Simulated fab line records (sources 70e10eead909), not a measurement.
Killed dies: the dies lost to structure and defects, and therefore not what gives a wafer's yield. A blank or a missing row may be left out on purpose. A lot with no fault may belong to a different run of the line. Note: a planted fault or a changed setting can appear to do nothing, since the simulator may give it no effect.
What tool caused it? -- flow nandHarc -- 15 lots, 45 wafers sampled, at 4 steps of a route of 1159

== WHAT EACH GAUGE READ, for each wafer ==
The record holds no reading of a measuring or inspecting step that can be judged against a usual standard deviation.

== WHICH TOOL RAN EACH LOT (tool, then ch and the chambers of the sampled wafers, then the start) ==
lot,NHARC_A_STAIRCASE_TRIM_193,NHARC_A_STAIRCASE_ETCH_197,NHARC_A_STAIRCASE_EXPOSE_214,NHARC_A_STAIRCASE_ETCH_221
L791,"rieDiel-04 ch 0,1,3, day 10 21:31 or earlier","rieDiel-02 ch 0,2,3, day 10 21:31 or earlier","krfScanner-02 ch 0, day 10 21:31","rieDiel-02 ch 0,2,3, no start"
L790,"rieDiel-04 ch 1,2,3, day 11 04:49 or earlier","rieDiel-04 ch 0,1, day 11 04:49 or earlier","krfScanner-03 ch 0, day 11 04:49","rieDiel-01 ch 0,2,3, no start"
L792,"rieDiel-04 ch 1,2, day 11 16:53 or earlier","rieDiel-02 ch 0,1,3, day 11 16:53 or earlier","krfScanner-03 ch 0, day 11 16:53","rieDiel-01 ch 0,1,3, no start"
L793,"rieDiel-01 ch 0,3, day 11 17:11 or earlier","rieDiel-02 ch 0,1,3, day 11 17:11 or earlier","krfScanner-03 ch 0, day 11 17:11","rieDiel-01 ch 2,3, no start"
L796,"rieDiel-02 ch 1,2,3, day 12 17:28 or earlier","rieDiel-02 ch 1,2,3, day 12 17:28 or earlier","krfScanner-03 ch 0, day 12 17:28","rieDiel-04 ch 0,3, no start"
L797,"rieDiel-01 ch 0,2,3, day 13 10:01 or earlier","rieDiel-02 ch 1,3, day 13 10:01 or earlier","krfScanner-02, day 13 10:01","rieDiel-04 ch 0,1,2, no start"
L799,"rieDiel-01 ch 0,2,3, day 13 10:22 or earlier","rieDiel-02 ch 1,2, day 13 10:22 or earlier","krfScanner-03, day 13 10:22","rieDiel-04 ch 0,1, no start"
L800,"rieDiel-02 ch 1,2,3, day 13 19:35 or earlier","rieDiel-02 ch 0,2, day 13 19:35 or earlier","krfScanner-01, day 13 19:35","rieDiel-02 ch 1,2,3, no start"
L801,"rieDiel-02 ch 2,3, day 14 08:58 or earlier","rieDiel-02 ch 1,3, day 14 08:58 or earlier","krfScanner-02 ch 0, day 14 08:58","rieDiel-02 ch 0,1, no start"
L805,"rieDiel-04 ch 0,1, day 14 20:00 or earlier","rieDiel-04 ch 1,2,3, day 14 20:00 or earlier","krfScanner-03 ch 0, day 14 20:00","rieDiel-01 ch 0,1,3, no start"
L807,"rieDiel-01 ch 0,1,2, day 15 03:43 or earlier","rieDiel-01 ch 1,2, day 15 03:43 or earlier","krfScanner-02 ch 0, day 15 03:43","rieDiel-02 ch 1,2,3, no start"
L810,"rieDiel-01 ch 1,2, day 16 08:55 or earlier","rieDiel-01 ch 0,1,2, day 16 08:55 or earlier","krfScanner-02 ch 0, day 16 08:55","rieDiel-02 ch 0,1,2, no start"
L811,"rieDiel-02 ch 0,1,2, day 16 09:19 or earlier","rieDiel-01 ch 1,2, day 16 09:19 or earlier","krfScanner-01 ch 0, day 16 09:19","rieDiel-01 ch 0,1, no start"
L812,"rieDiel-01 ch 1,2, day 16 15:28 or earlier","rieDiel-01 ch 0,3, day 16 15:28 or earlier","krfScanner-01 ch 0, day 16 15:28","rieDiel-04 ch 0,1,3, no start"
L813,"rieDiel-02 ch 1,2,3, day 16 18:02 or earlier","rieDiel-02 ch 0,1,3, day 16 18:02 or earlier","krfScanner-01 ch 0, day 16 18:02","rieDiel-01 ch 1,2,3, no start"
- NHARC_A_STAIRCASE_TRIM_193: chemistry O2, time 211.2 s.
- NHARC_A_STAIRCASE_ETCH_197: etches the open film in C4F8/O2, target depth 100 nm, time 40.5 s.
- NHARC_A_STAIRCASE_EXPOSE_214: exposes mask STAIR 3.
- NHARC_A_STAIRCASE_ETCH_221: etches the open film in C4F8/O2, target depth 100 nm, time 40.5 s.

== WHAT THE TOOLS THEMSELVES READ (means of the sampled wafers that have a number; where no wafer has one, the mark that the record gives instead) ==
NHARC_A_STAIRCASE_TRIM_193. Usual: drypumpMotorCurrentA 5.7 A, standard deviation 0.45; mfcArSccm 0.011 sccm, standard deviation 0.011; oesProductAu 0.999 a.u., standard deviation 0.013; rfVppV 57.8 V, standard deviation 0.88; showerheadPlenumPTorr 3.50 Torr, standard deviation 0.17; throttleValvePct 17.037 %, standard deviation 0.0085.
lot,tool,drypumpMotorCurrentA (A),mfcArSccm (sccm),oesProductAu (a.u.),rfVppV (V),showerheadPlenumPTorr (Torr),throttleValvePct (%),flag
L791,rieDiel-04,5.5,0.012,1.001,57.5,3.62,17.035,
L790,rieDiel-04,5.7,0.018,1.001,57.3,3.54,17.047,
L792,rieDiel-04,5.8,0.026,0.996,57.6,3.54,17.037,
L793,rieDiel-01,5.5,0.010,0.986,57.7,3.54,17.041,
L796,rieDiel-02,5.8,0.007,1.004,58.2,3.33,17.036,
L797,rieDiel-01,5.6,0.010,1.005,57.7,3.52,17.047,
L799,rieDiel-01,5.7,0.010,1.002,57.1,3.52,17.028,
L800,rieDiel-02,5.8,0.007,0.991,57.6,3.32,17.039,
L801,rieDiel-02,5.6,0.004,0.990,58.1,3.28,17.030,
L805,rieDiel-04,5.7,0.021,1.003,58.6,3.61,17.034,
L807,rieDiel-01,5.8,0.006,0.997,57.9,3.65,17.040,
L810,rieDiel-01,5.6,0.013,1.005,57.7,3.70,17.032,
L811,rieDiel-02,6.1,0.003,1.001,57.7,3.48,17.045,
L812,rieDiel-01,5.6,0.013,1.010,58.2,3.70,17.032,
L813,rieDiel-02,5.8,0.007,1.007,58.6,3.49,17.035,

NHARC_A_STAIRCASE_ETCH_197. Usual: oesProductAu 0.940 a.u., standard deviation 0.016; rfVppV 894 V, standard deviation 6.
lot,tool,oesProductAu (a.u.),rfVppV (V),flag
L791,rieDiel-02,0.939,888,
L790,rieDiel-04,0.944,901,
L792,rieDiel-02,0.959,890,
L793,rieDiel-02,0.948,889,
L796,rieDiel-02,0.933,888,
L797,rieDiel-02,0.965,889,
L799,rieDiel-02,0.928,888,
L800,rieDiel-02,0.921,886,
L801,rieDiel-02,0.920,890,
L805,rieDiel-04,0.921,896,
L807,rieDiel-01,0.943,902,
L810,rieDiel-01,0.938,900,
L811,rieDiel-01,0.952,903,
L812,rieDiel-01,0.937,892,
L813,rieDiel-02,0.955,888,

NHARC_A_STAIRCASE_EXPOSE_214. Usual: exposureDoseMJCm2 31.26, standard deviation 0.036; focusOffsetNm -0.1 nm, standard deviation 0.59.
lot,tool,exposureDoseMJCm2,focusOffsetNm (nm),flag
L791,krfScanner-02,31.29,0.1,
L790,krfScanner-03,31.25,-0.6,
L792,krfScanner-03,31.27,0.8,
L793,krfScanner-03,31.25,-0.8,
L796,krfScanner-03,31.25,0.6,
L797,krfScanner-02,-,-,OFF
L799,krfScanner-03,-,-,OFF
L800,krfScanner-01,-,-,OFF
L801,krfScanner-02,31.30,0.2,
L805,krfScanner-03,31.26,0.3,
L807,krfScanner-02,31.29,0.1,
L810,krfScanner-02,31.24,-1.1,
L811,krfScanner-01,31.30,-0.6,
L812,krfScanner-01,31.24,0.3,
L813,krfScanner-01,31.26,-0.2,

NHARC_A_STAIRCASE_ETCH_221. Usual: oesProductAu 0.933 a.u., standard deviation 0.016; rfVppV 895 V, standard deviation 6.1.
lot,tool,oesProductAu (a.u.),rfVppV (V),flag
L791,rieDiel-02,0.923,886,
L790,rieDiel-01,0.928,897,
L792,rieDiel-01,0.929,898,
L793,rieDiel-01,0.926,896,
L796,rieDiel-04,0.915,899,
L797,rieDiel-04,0.931,897,
L799,rieDiel-04,0.930,900,
L800,rieDiel-02,0.911,888,
L801,rieDiel-02,0.935,889,
L805,rieDiel-01,0.924,898,
L807,rieDiel-02,0.952,894,
L810,rieDiel-02,0.944,894,
L811,rieDiel-01,0.946,900,
L812,rieDiel-04,0.932,898,
L813,rieDiel-01,0.926,897,

== THE ANSWER, worked out from the rows above alone ==
Rule: lot off if the mean of its wafers having a number is beyond 3 standard deviations from the usual mean. A lot without any number at a reading at which 4 lots or more have one is off too. All remaining lots with rows at the step are treated as sound. The gauges are gone through in route order, then the tools' own readings, and for those a lot's mean is taken as printed above. The first step at which some lot is off is used, and at that step the reading that is off furthest; a lot without a number counts as furthest.
Off at NHARC_A_STAIRCASE_EXPOSE_214 (exposureDoseMJCm2): L797, L799, L800. Without a number there: L797, L799, L800.
If a tool, at that step or one of the process steps before it, ran each lot that is off and ran no sound lot following the first of them, it fits. Because NHARC_A_STAIRCASE_TRIM_193 lacks a start for some lots, the hours and order of its lots are taken from NHARC_A_STAIRCASE_EXPOSE_214. Because NHARC_A_STAIRCASE_ETCH_197 lacks a start for some lots, the hours and order of its lots are taken from NHARC_A_STAIRCASE_EXPOSE_214. None of those tried fits.

== WHAT THE SIMULATOR HAD PUT IN ==
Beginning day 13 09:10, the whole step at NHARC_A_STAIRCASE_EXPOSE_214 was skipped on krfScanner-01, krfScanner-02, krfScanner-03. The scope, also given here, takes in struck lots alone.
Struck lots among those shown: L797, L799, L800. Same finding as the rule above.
